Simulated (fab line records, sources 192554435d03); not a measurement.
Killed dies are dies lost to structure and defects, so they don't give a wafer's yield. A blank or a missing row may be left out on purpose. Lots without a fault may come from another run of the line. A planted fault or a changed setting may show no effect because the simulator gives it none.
Split-lot experiment | flow n5_finfet | 7 lots, 39 wafers read, on a route of 1938 steps

THE SPLIT
At N5_HKMG_FIN_ETCH_55 (etches SOC in N2/H2, target depth 240 nm, time 300 s), the setting time_s was moved away from the recipe's 300 s on 18 of the 39 wafers read, by -18.2% to +22.6%. The other wafers ran this setting at the recipe's value.

The reading is taken at the split's own step.

THE READING
SiARC_of_HKMG_FIN_COAT_42.thk_nm (the simulator's own value, which no gauge read), in nm, at N5_HKMG_FIN_ETCH_55 (etches SOC in N2/H2, target depth 240 nm, time 300 s). The file gives no usual value for it. The 21 wafers here that ran the recipe average 21.3 nm, standard deviation 0.46 nm.

wafer  | tool, chamber at the split | time_s as run, s | against the recipe | SiARC_of_HKMG_FIN_COAT_42.thk_nm, nm | against lot-mates on the recipe
L079.1 | rie_diel-06, 1             | 252.9            | -15.7%             | 22.6                                 | +1.6
L079.2 | rie_diel-06, 2             | 252.9            | -15.7%             | 23                                   | +2.0
L079.3 | rie_diel-06, 3             | 300              | recipe             | 20.8                                 | -
L079.4 | rie_diel-06, 0             | 300              | recipe             | 21.6                                 | -
L079.5 | rie_diel-06, 0             | 252.9            | -15.7%             | 23.6                                 | +2.6
L079.6 | rie_diel-06, 3             | 300              | recipe             | 20.6                                 | -
L082.1 | rie_diel-05, 1             | 356.6            | +18.9%             | 17.8                                 | -3.5
L082.2 | rie_diel-05, 0             | 356.6            | +18.9%             | 17.8                                 | -3.5
L082.3 | rie_diel-05, 3             | 300              | recipe             | 21.8                                 | -
L082.4 | rie_diel-05, 2             | 356.6            | +18.9%             | 19.2                                 | -2.1
L082.5 | rie_diel-05, 0             | 300              | recipe             | 20.4                                 | -
L082.6 | rie_diel-05, 3             | 300              | recipe             | 21.6                                 | -
L084.1 | rie_diel-04, 3             | 354.7            | +18.2%             | 18.4                                 | -3.1
L084.2 | rie_diel-04, 1             | 300              | recipe             | 21.6                                 | -
L084.3 | rie_diel-04, 0             | 300              | recipe             | 21.4                                 | -
L084.4 | rie_diel-04, 0             | 300              | recipe             | 21.6                                 | -
L084.5 | rie_diel-04, 3             | 354.7            | +18.2%             | 18.4                                 | -3.1
L084.6 | rie_diel-04, 1             | 354.7            | +18.2%             | 19.2                                 | -2.3
L088.4 | rie_diel-06, 1             | 300              | recipe             | 20.4                                 | -
L088.5 | rie_diel-06, 3             | 300              | recipe             | 20.8                                 | -
L088.6 | rie_diel-06, 0             | 300              | recipe             | 21.6                                 | -
L093.1 | rie_diel-04, 1             | 367.8            | +22.6%             | 18.8                                 | -2.5
L093.2 | rie_diel-04, 2             | 367.8            | +22.6%             | 18.6                                 | -2.7
L093.3 | rie_diel-04, 3             | 300              | recipe             | 20.8                                 | -
L093.4 | rie_diel-04, 0             | 300              | recipe             | 21.6                                 | -
L093.5 | rie_diel-04, 2             | 300              | recipe             | 21.6                                 | -
L093.6 | rie_diel-04, 1             | 367.8            | +22.6%             | 18.8                                 | -2.5
L094.1 | rie_diel-04, 2             | 253.4            | -15.5%             | 23.6                                 | +2.1
L094.2 | rie_diel-04, 1             | 253.4            | -15.5%             | 24                                   | +2.5
L094.3 | rie_diel-04, 3             | 300              | recipe             | 21                                   | -
L094.4 | rie_diel-04, 0             | 300              | recipe             | 21.6                                 | -
L094.5 | rie_diel-04, 1             | 300              | recipe             | 21.8                                 | -
L094.6 | rie_diel-04, 0             | 253.4            | -15.5%             | 23.6                                 | +2.1
L095.1 | rie_diel-05, 1             | 300              | recipe             | 21.2                                 | -
L095.2 | rie_diel-05, 3             | 245.5            | -18.2%             | 24.6                                 | +3.2
L095.3 | rie_diel-05, 2             | 300              | recipe             | 21.8                                 | -
L095.4 | rie_diel-05, 2             | 245.5            | -18.2%             | 24.2                                 | +2.8
L095.5 | rie_diel-05, 3             | 245.5            | -18.2%             | 24.4                                 | +3.0
L095.6 | rie_diel-05, 1             | 300              | recipe             | 21.2                                 | -

THE FIT
A straight line over all 39 wafers: SiARC_of_HKMG_FIN_COAT_42.thk_nm changes by -0.141 nm for each +1% of time_s; r = -0.96; the points scatter about the line by 0.52 nm.
The same after taking each lot's own level away (the mean of its wafers on the recipe; 39 wafers): -0.144 nm for each +1%; r = -0.97; scatter 0.47 nm.
On that fit, the largest move of time_s shifts the reading by 3.3 nm.
The lots' own levels span 20.93 to 21.53 nm, that is 1.3 times the standard deviation above.
So the lot-to-lot level changes the slope little: the two slopes agree.
Check: with one of the wafers moved furthest among these (+22.6%) left out of the fit, the line predicts -3.3 nm for it against its lot-mates. It came out at -2.53 nm against them.

OTHER SPLITS ON THESE WAFERS
These wafers also went through other splits before the reading. Each is held against what the fit with the lots' levels taken away leaves over:
other split on the same wafers  | wafers away from the commonest value | r with SiARC_of_HKMG_FIN_COAT_42.thk_nm (lot level and that fit taken away)
N5_DUMMY_GATE_EXPOSE_12 dose_mj | 18                                   | +0.14
N5_DUMMY_GATE_ETCH_37 source_w  | 9                                    | -0.27

THE WHOLE CHAIN: every reading that the file lists as answering this split, in the file's order
step                | what it does                                         | reading                                                                           | change (the file's fit)               | r (the file's)
N5_HKMG_FIN_ETCH_55 | etches SOC in N2/H2, target depth 240 nm, time 300 s | HKMG_FIN.feature_depth_nm (the simulator's own value, which no gauge read)        | +2.48 nm for each +1% of the setting  | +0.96
N5_HKMG_FIN_ETCH_55 | etches SOC in N2/H2, target depth 240 nm, time 300 s | etch.depth_nm (the simulator's own value, which no gauge read)                    | +2.48 nm for each +1% of the setting  | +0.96
N5_HKMG_FIN_ETCH_55 | etches SOC in N2/H2, target depth 240 nm, time 300 s | SiARC_of_HKMG_FIN_COAT_42.thk_nm (the simulator's own value, which no gauge read) | -0.144 nm for each +1% of the setting | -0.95

THE FILE'S OWN FIT
SiARC_of_HKMG_FIN_COAT_42.thk_nm changes by -0.144 nm for each +1% of time_s, r = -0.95.
